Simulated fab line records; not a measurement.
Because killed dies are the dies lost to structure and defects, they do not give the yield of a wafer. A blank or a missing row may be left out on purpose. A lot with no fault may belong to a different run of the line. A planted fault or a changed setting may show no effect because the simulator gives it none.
Split-lot experiment    flow n5 finfet    route with 1938 steps; 7 lots, 39 wafers read

## ON THE SPLIT
At N5_FIN_SAQP_SPACER1_ALD_24 (deposits SiO2, target thk 20.3 nm, pulse time 1 s, purge time 2 s), the setting ald cycles was moved away from the recipe's 218 on 15 of the 39 wafers read, by -28.4% to +39.0%. All remaining wafers had this setting at the recipe value.

## FROM THE SPLIT TO THE READING: what the file shows between them, 2 steps
- N5_FIN_SAQP_SPACER1_ETCHBACK_25: etches SiO2 in CHF3/O2, target depth 24.4 nm, time 12.2 s
- N5_FIN_SAQP_MANDREL1_REMOVE_56: chemistry HBr/Cl2/O2, target a-Si, stops on SiNx, bt time 10 s

## THE READING
cd nm, in nm, at N5_FIN_SAQP_CD_MEAS_27 (target cd 20 nm). A value of 20.31 nm with a standard deviation of 0.22 nm is what fault-free wafers of this fab line usually give.

wafer   tool, chamber at the split  ald cycles as run  against the recipe  cd nm, nm  against lot-mates on the recipe
L075.2  ald sin-02, 2,0             218                recipe              20.18      -
L075.3  ald sin-02, 1               218                recipe              20.56      -
L075.4  ald sin-02, 2,0             218                recipe              20.37      -
L076.1  ald sin-01, 0,0,3           218                recipe              20.66      -
L076.2  ald sin-01, 3               156                -28.4%              14.02      -6.50
L076.3  ald sin-01, 1,2             156                -28.4%              14.95      -5.57
L076.4  ald sin-01, 1,2             156                -28.4%              14.62      -5.90
L076.5  ald sin-01, 0,0,3           218                recipe              20.49      -
L076.6  ald sin-01, 0,0,3           218                recipe              20.41      -
L082.1  ald sin-01, 2,1             303                +39.0%              27.91      +7.82
L082.2  ald sin-01, 0,0,1           218                recipe              19.91      -
L082.3  ald sin-01, 2,1             303                +39.0%              28.26      +8.17
L082.4  ald sin-01, 2               303                +39.0%              28.12      +8.03
L082.5  ald sin-01, 0,0,1           218                recipe              20.31      -
L082.6  ald sin-01, 0,0,1           218                recipe              20.05      -
L086.1  ald sin-01, 0,1             282                +29.4%              26.36      +5.99
L086.2  ald sin-01, 0,1             282                +29.4%              26.48      +6.11
L086.3  ald sin-01, 3               218                recipe              20.36      -
L086.4  ald sin-01, 2,1             218                recipe              20.34      -
L086.5  ald sin-01, 0               282                +29.4%              26.07      +5.70
L086.6  ald sin-01, 2,1             218                recipe              20.41      -
L092.1  ald sin-01, 2,1             218                recipe              20.24      -
L092.2  ald sin-01, 3,0,3           171                -21.6%              15.97      -4.15
L092.3  ald sin-01, 0               218                recipe              19.87      -
L092.4  ald sin-01, 2,1             218                recipe              20.26      -
L092.5  ald sin-01, 3,0,3           171                -21.6%              16.01      -4.11
L092.6  ald sin-01, 3,0,3           171                -21.6%              16.17      -3.95
L093.1  ald sin-02, 1,2,3           218                recipe              20.53      -
L093.2  ald sin-02, 3,0             302                +38.5%              28.17      +8.06
L093.3  ald sin-02, 3,0             302                +38.5%              27.88      +7.77
L093.4  ald sin-02, 1,2,3           218                recipe              19.92      -
L093.5  ald sin-02, 1,2,3           218                recipe              19.88      -
L093.6  ald sin-02, 0               302                +38.5%              27.86      +7.75
L097.1  ald sin-01, 1,2,0           218                recipe              20.41      -
L097.2  ald sin-01, 3,1,2           218                recipe              20.23      -
L097.3  ald sin-01, 1,2,0           218                recipe              20.25      -
L097.4  ald sin-01, 1,2,0           218                recipe              20.22      -
L097.5  ald sin-01, 3,1,2           218                recipe              20.04      -
L097.6  ald sin-01, 3,1,2           218                recipe              19.94      -
If several chambers appear in one row, that row covers several wafers at once and the file leaves open which wafer was in which chamber.

THE FIT
A straight line over all 39 wafers: cd nm changes by +0.201 nm for each +1% of ald cycles; r = +1.00; the points scatter about the line by 0.23 nm.
The same after taking each lot's own level away (the mean of its wafers on the recipe; 39 wafers): +0.204 nm for each +1%; r = +1.00; scatter 0.22 nm.
The reading moves by 7.9 nm for the largest change in ald cycles, on that fit.
The lots' own levels span 20.090 to 20.520 nm, that is 2.0 times the standard deviation above.
Hence the lot-to-lot level has little effect on the slope; both slopes agree.
Check: +7.97 nm against its lot-mates is what the line predicts for one of the wafers moved furthest among these (+39.0%) when that wafer is left out of the fit. It came out at +7.82 nm against them.

## THE OTHER SPLITS THESE WAFERS WENT THROUGH
Other splits were also applied to these wafers ahead of the reading. Each is held against what the fit with the lots' levels taken away leaves over:
other split on the same wafers  wafers away from the commonest value  r with cd nm (lot level and that fit taken away)
N5_ZERO_LAYER_PECVD_02 time s   15                                    +0.28

## THE WHOLE CHAIN: every reading that the file lists as answering this split, in the file's order
step                            what it does                                                       reading                                                                                  change (the file's fit)                r (the file's)
N5_FIN_SAQP_SPACER1_ALD_24      deposits SiO2, target thk 20.3 nm, pulse time 1 s, purge time 2 s  SiO2_of_FIN_SAQP_SPACER1_ALD_24.thk nm (the simulator's own value, which no gauge read)  +0.205 nm for each +1% of the setting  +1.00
N5_FIN_SAQP_MANDREL1_REMOVE_56  chemistry HBr/Cl2/O2, target a-Si, stops on SiNx, bt time 10 s     FIN_SAQP.cd nm (the simulator's own value, which no gauge read)                          +0.203 nm for each +1% of the setting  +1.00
N5_FIN_SAQP_CD_MEAS_27          target cd 20 nm                                                    cd nm                                                                                    +0.204 nm for each +1% of the setting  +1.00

## THE FILE'S OWN FIT
cd nm changes by +0.204 nm for each +1% of ald cycles, r = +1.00.
